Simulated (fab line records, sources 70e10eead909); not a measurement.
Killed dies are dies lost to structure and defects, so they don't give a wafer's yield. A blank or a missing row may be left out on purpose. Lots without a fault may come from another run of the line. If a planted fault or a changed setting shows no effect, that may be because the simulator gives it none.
fab line records -- flow nandHarc
[record] lots = 13, wafers = 39, lastDay = 33
route steps=1302 shown P_ZERO_WELL@17 P_STI@84 P_GATE@132 END@1302
lots untouched by any fault: they come from a run of this same line in which no faults occurred
startH: the number of hours between the record's first day and the start of the first shown wafer of the lot -- waitH: hours from the lot's prior step to this one -- " same as the row above -- L1.1+2: several wafers, shown together as one row -- - no value present, or no start provided -- * or withheld: withheld -- < > ~ a bound
route shown NAME@n: NAME is a module with steps in the file, n the number in the route of the first one -- usual: mean and standard deviation over wafers with no fault -- same: alike in all rows -- chamber/n: place in a boat -- sites: each site's reading -- _std_site: standard deviation of those values -- _edge_site: outer sites' mean less inner sites' -- radiusMm: how far each site lies from the wafer's centre -- mask NAME#n: copy n -- behind: the last tool/chamber to shape the wafer -- hold: reason for holding the lot/hours on hold/outcome of the hold -- device: names the non-switching transistor (n, p or np) -- end of line: the route-end tests of the same wafers -- where a step has no rows: the recipe by itself -- killed: not the wafer's yield, but the dies lost to structure and defects at the first sort -- map: the dies of a wafer, with x for killed, . for not killed, _ for no die there
set.NAME: setting as actually run; set.NAME@STEP: the setting as run at that earlier step -- model.NAME: the simulator's own value behind a step, which no gauge read
route steps across a sampled set of lots; one table per step, one row per wafer
services: from which hour (startH, from the record's first day; less than 0 if before it) a tool's chamber was out of use, for how many hours, and why
[[steps]]
[step NHARC_P_ZERO_WELL_ETCH_65]
[recipe] targetDepthA = 800, overetchA = 240, timeS = 87.88, ionEnergyEv = 200, n2FlowSccm = 150, h2FlowSccm = 150, arFlowSccm = 0, rfW = 400, biasW = 150, chemistry = N2/H2
[usual] biasW = 150.0/0.48, chamberPressureMTorr = 29.999/0.026, drypumpMotorCurrentA = 5.5/0.6, oesProductAu = 1.001/0.0099, rfVppV = 430.0/2.1, showerheadPlenumPTorr = 2.02/0.073, throttleValvePct = 14.170/0.0095
lot.wafer,tool,chamber,startH,waitH,biasW,chamberPressureMTorr,drypumpMotorCurrentA,oesProductAu,rfHoursCounterH,rfVppV,showerheadPlenumPTorr,throttleValvePct
L982.1,rieDiel-05,2,31.56,0.3,150.3,30.027,6.3,0.993,47,429.7,2.00,14.174
L982.3,rieDiel-05,1,31.56,0.3,149.2,29.989,4.8,0.999,57,429.2,1.99,14.155
L982.5,rieDiel-05,3,31.56,0.3,150.5,30.000,4.9,0.998,-,427.3,1.92,14.171
L983.2,rieDiel-05,0,41.36,0.1,150.4,30.019,5.3,0.986,49,430.4,2.04,14.185
L983.4,rieDiel-05,2,41.36,0.1,149.9,29.995,6.3,0.990,50,428.8,2.00,14.166
L983.5,rieDiel-05,3,41.36,0.1,149.3,30.024,4.9,0.989,-,426.4,1.92,14.162
L984.3,rieDiel-06,2,51.36,0.1,150.5,30.026,5.0,1.016,35,430.5,2.05,14.179
L984.2,rieDiel-06,3,51.36,0.1,149.4,30.012,6.5,1.014,36,427.2,1.93,14.155
L984.6,rieDiel-06,2,51.36,0.1,150.0,29.985,5.0,1.019,-,429.5,2.05,14.185
L988.1,rieDiel-05,3,91.49,0.1,150.3,29.999,5.0,0.997,12,427.0,1.91,14.155
L988.4,rieDiel-05,0,91.49,0.1,149.1,29.984,5.3,1.004,12,431.2,2.04,14.174
L988.6,rieDiel-05,2,91.49,0.1,150.3,30.027,6.3,1.007,-,430.0,2.00,14.178
L990.1,rieDiel-01,2,111.49,0.1,149.5,29.973,5.7,0.994,26,431.1,2.06,14.158
L990.3,rieDiel-01,3,111.49,0.1,149.3,29.986,4.9,1.004,19,428.6,1.96,14.171
L990.2,rieDiel-01,0,111.49,0.1,149.4,29.972,5.5,0.993,20,431.5,2.07,14.177
L991.4,rieDiel-06,3,121.62,0.1,150.8,29.951,6.5,1.005,59,426.1,1.92,14.180
L991.3,rieDiel-06,0,121.62,0.1,150.7,29.972,5.6,1.016,44,434.0,2.16,14.157
L991.5,rieDiel-06,0,121.62,0.1,149.1,30.002,5.7,1.005,-,435.2,2.16,14.178
L993.2,rieDiel-06,0,141.50,0.1,150.4,29.972,5.6,1.001,0,433.9,2.16,14.191
L993.3,rieDiel-06,2,141.50,0.1,150.0,30.018,5.0,1.020,0,430.8,2.04,14.149
L993.5,rieDiel-06,0,141.50,0.1,150.5,29.970,5.6,1.000,-,432.7,2.16,14.162
L994.3,rieDiel-05,3,151.63,0.2,150.7,29.970,4.9,0.981,32,427.5,1.90,14.157
L994.5,rieDiel-05,1,151.63,0.2,150.0,29.996,4.8,1.007,-,430.5,1.97,14.159
L994.6,rieDiel-05,2,151.63,0.2,150.2,30.024,6.4,0.994,-,429.9,1.99,14.177
L998.2,rieDiel-01,2,191.70,0.1,-,-,-,-,-,-,-,-
L998.4,rieDiel-01,0,191.70,0.1,-,-,-,-,-,-,-,-
L998.5,rieDiel-01,3,191.70,0.1,-,-,-,-,-,-,-,-
L999.2,rieDiel-01,2,201.56,0.3,-,-,-,-,-,-,-,-
L999.5,rieDiel-01,2,201.56,0.3,-,-,-,-,-,-,-,-
L999.6,rieDiel-01,3,201.56,0.3,-,-,-,-,-,-,-,-
L100.2,rieDiel-06,2,211.50,0.1,-,-,-,-,-,-,-,-
L100.1,rieDiel-06,3,211.50,0.1,-,-,-,-,-,-,-,-
L100.4,rieDiel-06,1,211.50,0.1,-,-,-,-,-,-,-,-
L103.3,rieDiel-06,0,241.53,0.1,149.6,30.008,5.6,1.005,36,433.2,2.15,14.147
L103.2,rieDiel-06,3,241.53,0.1,150.6,29.981,6.5,1.003,39,426.9,1.91,14.163
L103.5,rieDiel-06,1,241.53,0.1,150.0,29.980,5.5,0.999,-,431.3,2.11,14.163
L104.3,rieDiel-01,3,251.50,0.1,149.3,30.037,4.9,0.998,16,428.0,1.95,14.162
L104.5,rieDiel-01,2,251.50,0.1,150.7,30.021,5.7,0.984,-,429.5,2.05,14.178
L104.6,rieDiel-01,3,251.50,0.1,150.0,30.005,4.9,1.000,-,427.6,1.95,14.176
[step NHARC_P_STI_OVL_MEAS_10]
[usual] overlayXNm = 0/4.6, overlayYNm = 2/6.2
lot.wafer,tool,chamber,startH,waitH,overlayXNm,overlayYNm
L982.1,overlay-01,-,56.17,-,7,2
L982.3,overlay-01,-,56.17,-,8,2
L982.5,overlay-01,-,56.17,-,8,2
L983.2,overlay-02,-,63.59,-,-4,4
L983.4,overlay-02,-,63.59,-,-4,5
L983.5,overlay-02,-,63.59,-,-4,5
L984.2,overlay-02,-,72.49,-,-3,4
L984.3,overlay-02,-,72.49,-,-3,5
L984.6,overlay-02,-,72.49,-,-3,5
L988.1,overlay-02,-,116.85,-,-8,-4
L988.4,overlay-02,-,116.85,-,-8,-4
L988.6,overlay-02,-,116.85,-,-8,-4
L990.1,overlay-02,-,132.96,-,-1,4
L990.2,overlay-02,-,132.96,-,0,4
L990.3,overlay-02,-,132.96,-,-1,4
L991.3,overlay-02,-,145.60,-,-5,-2
L991.4,overlay-02,-,145.60,-,-4,-3
L991.5,overlay-02,-,145.60,-,-4,-2
L993.2,overlay-02,-,162.76,-,-7,5
L993.3,overlay-02,-,162.76,-,-8,5
L993.5,overlay-02,-,162.76,-,-7,5
L994.3,overlay-02,-,175.36,-,-2,1
L994.5,overlay-02,-,175.36,-,-2,1
L994.6,overlay-02,-,175.36,-,-2,1
L103.2,overlay-02,-,263.43,-,3,4
L103.3,overlay-02,-,263.43,-,4,4
L103.5,overlay-02,-,263.43,-,4,5
L104.3,overlay-02,-,274.98,-,4,5
L104.5,overlay-02,-,274.98,-,5,5
L104.6,overlay-02,-,274.98,-,5,5
[step NHARC_P_STI_OCD_MEAS_17]
[usual] trenchDepthNm = 302/4.3, trenchFootCdNm = 158.0/2.3
lot.wafer,tool,chamber,startH,waitH,trenchDepthNm,trenchFootCdNm
L982.1,ocd-01,-,56.86,0.1,303,156.5
L982.3,ocd-01,-,56.86,0.1,300,160.5
L982.5,ocd-01,-,56.86,0.1,301,158.8
L983.2,ocd-01,-,64.29,0.1,305,156.3
L983.4,ocd-01,-,64.29,0.1,307,154.4
L983.5,ocd-01,-,64.29,0.1,303,158.9
L984.2,ocd-01,-,73.22,0.1,298,159.2
L984.3,ocd-01,-,73.22,0.1,305,155.3
L984.6,ocd-01,-,73.22,0.1,302,156.0
L988.1,ocd-02,-,117.58,0.1,300,156.8
L988.4,ocd-02,-,117.58,0.1,297,160.1
L988.6,ocd-02,-,117.58,0.1,300,157.2
L990.1,ocd-02,-,133.69,0.1,296,159.0
L990.2,ocd-02,-,133.69,0.1,299,159.7
L990.3,ocd-02,-,133.69,0.1,304,158.7
L991.3,ocd-02,-,146.34,0.1,302,155.5
L991.4,ocd-02,-,146.34,0.1,301,156.0
L991.5,ocd-02,-,146.34,0.1,301,154.0
L993.2,ocd-02,-,163.50,0.1,304,155.7
L993.3,ocd-02,-,163.50,0.1,306,159.1
L993.5,ocd-02,-,163.50,0.1,305,156.4
L994.3,ocd-01,-,176.06,0.1,308,158.1
L994.5,ocd-01,-,176.06,0.1,302,157.5
L994.6,ocd-01,-,176.06,0.1,307,154.1
L103.2,ocd-02,-,264.13,0.1,308,154.8
L103.3,ocd-02,-,264.13,0.1,309,154.6
L103.5,ocd-02,-,264.13,0.1,306,156.2
L104.3,ocd-02,-,275.67,0.1,296,161.3
L104.5,ocd-02,-,275.67,0.1,293,164.4
L104.6,ocd-02,-,275.67,0.1,292,161.0
[step NHARC_P_GATE_DEP_103]
[recipe] targetThkA = 300, targetThkNm = 30, tempC = 400, flowSccm = 200, rfW = 350, material = SiON
[usual] heaterPowerW = 749/85
lot.wafer,tool,chamber,startH,waitH,heaterPowerW
L982.3,pecvd-03,1,107.78,0.4,715
L982.1,pecvd-03,0,107.78,0.4,681
L982.5,pecvd-03,2,107.78,0.4,718
L983.2,pecvd-01,0,111.65,0.5,691
L983.5,pecvd-01,2,111.65,0.5,781
L983.4,pecvd-01,0,111.65,0.5,674
L984.3,pecvd-03,1,126.00,0.4,684
L984.2,pecvd-03,2,126.00,0.4,720
L984.6,pecvd-03,2,126.00,0.4,727
L988.1,pecvd-03,2,174.22,0.6,778
L988.4,pecvd-03,2,174.22,0.6,766
L988.6,pecvd-03,1,174.22,0.6,752
L990.2,pecvd-03,1,181.33,0.4,806
L990.3,pecvd-03,2,181.33,0.4,715
L990.1,pecvd-03,0,181.33,0.4,597
L991.3,pecvd-03,2,198.49,0.3,788
L991.5,pecvd-03,2,198.49,0.3,802
L991.4,pecvd-03,1,198.49,0.3,710
L993.3,pecvd-01,1,211.95,0.3,795
L993.2,pecvd-01,0,211.95,0.3,678
L993.5,pecvd-01,0,211.95,0.3,656
L994.3,pecvd-03,2,241.36,0.3,829
L994.5,pecvd-03,2,241.36,0.3,809
L994.6,pecvd-03,0,241.36,0.3,657
L103.3,pecvd-03,0,312.64,0.3,593
L103.2,pecvd-03,1,312.64,0.3,777
L103.5,pecvd-03,2,312.64,0.3,800
L104.3,pecvd-04,0,327.15,0.3,790
L104.5,pecvd-04,0,327.15,0.3,809
L104.6,pecvd-04,2,327.15,0.3,668
[step NHARC_END_SORT_01]
[recipe] tempC = 25
[usual] killedAtArray = 53/19, killedAtOther = 0.7/1.1, killedAtPeriphery = 4.2/2.7, killedDies = 58/18, killedOpen = 3.1/1.9, killedShort = 2.5/1.6
[same] grossDies = 677
lot.wafer,tool,chamber,startH,waitH,hold,killedAtArray,killedAtOther,killedAtPeriphery,killedDies,killedOpen,killedShort
L998.2,prober-02,0,709.09,2.8,awaitDispo/2.6h/scrap,49,0,628,677,2,2
L998.4,prober-02,0,710.70,3.4,awaitDispo/2.6h/scrap,52,1,624,677,3,2
L998.5,prober-02,0,711.50,3.7,awaitDispo/2.6h/scrap,62,0,615,677,3,2
L100.1,prober-01,0,742.88,2.5,awaitDispo/6.8h/scrap,60,0,617,677,4,3
L100.2,prober-01,0,743.68,2.8,awaitDispo/6.8h/scrap,41,0,636,677,1,2
L100.4,prober-01,0,745.29,3.4,awaitDispo/6.8h/scrap,56,0,621,677,1,3
L999.2,prober-01,0,752.90,2.8,awaitDispo/1.4h/scrap,91,0,586,677,3,3
L999.5,prober-01,0,755.32,3.7,awaitDispo/1.4h/scrap,93,0,584,677,3,5
L999.6,prober-01,0,756.12,4.0,awaitDispo/1.4h/scrap,66,0,611,677,1,0
L103.2,prober-01,0,779.79,2.8,-,57,1,4,62,0,4
L103.3,prober-01,0,780.57,3.1,-,40,4,4,48,1,1
L103.5,prober-01,0,782.14,3.6,-,40,3,3,46,6,1
// killed by level:class
L998.2 P_ZERO_WELL:areaEtch=621 A_CHANNEL_HOLE_D1:chamberFilmFlake=22 A_CHANNEL_HOLE_D2:chamberFilmFlake=22 P_CONTACT:chamberFilmFlake=3 A_ONON_D2:geometricParticle:open=2 P_M1:chamberFilmFlake=2 P_CONTACT:geometricParticle:short=1 A_ONON_D1:geometricParticle:short=1
L998.4 P_ZERO_WELL:areaEtch=620 A_CHANNEL_HOLE_D1:chamberFilmFlake=23 A_CHANNEL_HOLE_D2:chamberFilmFlake=18 A_CONTACT:chamberFilmFlake=3 P_GATE:chamberFilmFlake=2 A_M0:chamberFilmFlake=2 A_ONON_D1:geometricParticle:short=1 A_CHANNEL_FILL_D1:geometricParticle:open=1
L998.5 P_ZERO_WELL:areaEtch=608 A_CHANNEL_HOLE_D1:chamberFilmFlake=26 A_CHANNEL_HOLE_D2:chamberFilmFlake=22 P_CONTACT:chamberFilmFlake=3 A_SLIT:chamberFilmFlake=3 A_CONTACT:chamberFilmFlake=3 P_M0:geometricParticle:open=1 A_CHANNEL_HOLE_D1:geometricParticle:open=1
L100.1 P_ZERO_WELL:areaEtch=613 A_CHANNEL_HOLE_D1:chamberFilmFlake=34 A_CONTACT:chamberFilmFlake=11 A_STAIRCASE:chamberFilmFlake=6 A_SGD_CUT:chamberFilmFlake=3 A_SLIT:chamberFilmFlake=2 P_CONTACT:geometricParticle:short=1 P_M0:geometricParticle:short=1
L100.2 P_ZERO_WELL:areaEtch=635 A_CHANNEL_HOLE_D1:chamberFilmFlake=22 A_CONTACT:chamberFilmFlake=7 A_SGD_CUT:chamberFilmFlake=4 A_SLIT:chamberFilmFlake=2 A_CHANNEL_FILL_D1:geometricParticle:open=1 A_CHANNEL_FILL_D1:geometricParticle:short=1 A_CHANNEL_FILL_D2:geometricParticle:short=1
L100.4 P_ZERO_WELL:areaEtch=621 A_CHANNEL_HOLE_D1:chamberFilmFlake=33 A_SLIT:chamberFilmFlake=6 A_CONTACT:chamberFilmFlake=5 A_SGD_CUT:chamberFilmFlake=4 A_STAIRCASE:chamberFilmFlake=3 A_CHANNEL_FILL_D2:geometricParticle:short=2 A_ONON_D1:geometricParticle:open=1
L999.2 P_ZERO_WELL:areaEtch=582 A_SLIT:chamberFilmFlake=34 A_CHANNEL_HOLE_D1:chamberFilmFlake=23 A_CHANNEL_HOLE_D2:chamberFilmFlake=22 A_CONTACT:chamberFilmFlake=6 P_STI:chamberFilmFlake=3 P_GATE:geometricParticle:open=1 A_ONON_D1:geometricParticle:open=1
L999.5 P_ZERO_WELL:areaEtch=581 A_SLIT:chamberFilmFlake=33 A_CHANNEL_HOLE_D1:chamberFilmFlake=23 A_CHANNEL_HOLE_D2:chamberFilmFlake=22 A_CONTACT:chamberFilmFlake=3 A_ONON_D1:geometricParticle:short=2 A_WL_FILL:geometricParticle:short=2 P_STI:chamberFilmFlake=2
L999.6 P_ZERO_WELL:areaEtch=603 A_CHANNEL_HOLE_D1:chamberFilmFlake=32 A_SLIT:chamberFilmFlake=15 A_CHANNEL_HOLE_D2:chamberFilmFlake=10 A_CONTACT:chamberFilmFlake=7 P_STI:chamberFilmFlake=6 P_ZERO_WELL:chamberFilmFlake=2 A_WL_FILL:geometricParticle:open=1
L103.2 A_CHANNEL_HOLE_D2:chamberFilmFlake=31 A_SLIT:chamberFilmFlake=13 A_CONTACT:chamberFilmFlake=4 A_STAIRCASE:chamberFilmFlake=3 P_ZERO_WELL:chamberFilmFlake=2 P_GATE:chamberFilmFlake=2 A_DECK1_JOINT:geometricParticle:short=1 A_SGD_CUT:geometricParticle:short=1
L103.3 A_CHANNEL_HOLE_D2:chamberFilmFlake=26 A_STAIRCASE:chamberFilmFlake=5 A_SLIT:chamberFilmFlake=5 A_CONTACT:chamberFilmFlake=3 THIN_TSV:chamberFilmFlake=3 P_ZERO_WELL:chamberFilmFlake=2 A_DECK1_JOINT:geometricParticle:short=1 THIN_TSV:geometricParticle:open=1
L103.5 A_CHANNEL_HOLE_D2:chamberFilmFlake=23 A_SLIT:chamberFilmFlake=4 P_GATE:chamberFilmFlake=3 THIN_TSV:chamberFilmFlake=3 A_M0:geometricParticle:open=2 A_CONTACT:chamberFilmFlake=2 A_CHANNEL_HOLE_D1:geometricParticle:open=1 A_DECK1_JOINT:geometricParticle:open=1
[[services]]
tool,chamber,startH,hours,kind
rieDiel-05,1,7.63,3.0,repair
rieDiel-05,3,9.23,15.1,repair
rieDiel-01,-,27.26,9.0,pm
rieDiel-06,0,40.20,6.9,repair
rieDiel-05,-,52.63,9.0,pm
rieDiel-06,0,66.69,34.7,repair
pecvd-04,0,67.03,3.8,repair
pecvd-04,-,88.00,13.0,pm
pecvd-01,-,130.16,13.0,pm
rieDiel-06,-,130.25,9.0,pm
rieDiel-01,2,136.15,1.5,repair
pecvd-04,0,152.83,132.2,repair
pecvd-03,-,185.30,13.0,pm
rieDiel-01,-,204.26,9.0,pm
rieDiel-01,2,228.94,4.3,repair
rieDiel-05,-,229.63,9.0,pm
rieDiel-01,1,240.79,5.2,repair
pecvd-03,0,256.18,10.2,repair
rieDiel-05,2,262.13,13.8,repair
rieDiel-01,1,263.10,19.6,repair
rieDiel-05,-,279.15,0.6,repair
rieDiel-06,-,307.25,9.0,pm
pecvd-01,-,311.16,13.0,pm
rieDiel-01,0,313.91,2.8,repair
[[key]]
[firstSign] step = NHARC_P_ZERO_WELL_ETCH_65, reading = toolRecord, direction = missing
[effect] step = NHARC_END_SORT_01, reading = killedAtPeriphery, direction = up, sigmas = 99+, usual = 4.2, struck = 613.6
[moreKillsBornAt] NHARC_P_ZERO_WELL_ETCH_65@rieDiel-01 = 3615, NHARC_P_ZERO_WELL_ETCH_65@rieDiel-06 = 1869
metAt NHARC_P_ZERO_WELL_ETCH_65
struckLots L998,L999,L100
laterRowsLeftOut L998.2,L998.4,L998.5,L999.2,L999.5,L999.6,L100.1,L100.2,L100.4
testerLeftOut L998,L999,L100
notActingAt NHARC_P_STI_OVL_MEAS_10,NHARC_P_STI_OCD_MEAS_17,NHARC_P_GATE_DEP_103
onsetBetween 141.50 191.70
[fault] kind = skippedStepWhole, tool = rieDiel-01,rieDiel-06, chamber = -, onsetH = 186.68, steps = NHARC_P_ZERO_WELL_ETCH_65, scope = struckLotsOnly
// testerLeftOut: of these lots the tester's yield and bins aren't shown, on N5 and GAA mostly nor the transistor test; their killed dies are dies lost to structure and defects alone, not to doping, threshold or leakage, so they don't give the yield
// laterRowsLeftOut: the simulator's readings of these wafers behind a module that went badly wrong aren't trusted and aren't shown, but for the sort
